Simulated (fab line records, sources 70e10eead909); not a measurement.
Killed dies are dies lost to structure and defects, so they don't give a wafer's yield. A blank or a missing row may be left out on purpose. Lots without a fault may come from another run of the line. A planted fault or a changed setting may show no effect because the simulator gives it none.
Chamber matching | flow nand_harc | NHARC_P_M1_PRE_CLEAN_32 on pecvd-02: 3 sister chambers
The step time 12 s. 14 wafers are shown with their chamber, then 7 later ones without.

WAFERS WITH THEIR CHAMBER
wafer  | chamber | heater_power_w (W)
L074.2 | 2       | 531
L074.5 | 0       | 511
L074.6 | 2       | 556
L079.1 | 1       | 542
L079.2 | 2       | 576
L079.4 | 2       | 563
L081.3 | 2       | 621
L081.4 | 1       | 473
L081.6 | 2       | 604
L085.4 | 1       | 437
L085.5 | 2       | 522
L085.6 | 0       | 568
L087.3 | 1       | 532
L087.4 | 0       | 568

SIGNATURES (means of the wafers above)
reading        | chamber 0 | chamber 1 | chamber 2 | scatter within a chamber
heater_power_w | 549.00    | 496.00    | 567.57    | 39.8
Rule: a wafer's distance from a chamber is the root of the sum, over the readings, of the square of ((its reading less the chamber's mean) divided by the reading's scatter). The wafer belongs to the nearest chamber; if the next one is less than 2 further off, it can't be placed. The scatter: the root of (the sum of the squares of (reading less its chamber's mean) over the shown wafers, divided by (wafers less chambers)).

WAFERS WITHOUT THEIR CHAMBER
wafer  | heater_power_w (W)
L087.5 | 541
L090.3 | 545
L090.4 | 521
L090.5 | 579
L092.1 | 529
L092.5 | 538
L092.6 | 464

WHICH CHAMBER EACH WENT THROUGH
wafer  | from the rows above          | in truth
L087.5 | can't be placed: 0 or 2 or 1 | 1
L090.3 | can't be placed: 0 or 2 or 1 | 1
L090.4 | can't be placed: 1 or 0 or 2 | 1
L090.5 | can't be placed: 2 or 0 or 1 | 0
L092.1 | can't be placed: 0 or 1 or 2 | 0
L092.5 | can't be placed: 0 or 2 or 1 | 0
L092.6 | can't be placed: 1 or 0 or 2 | 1
Placed correctly: 0 of 7. Can't be placed from these rows: 7 (the true chamber is among the candidates in 7). Placed wrongly: 0.
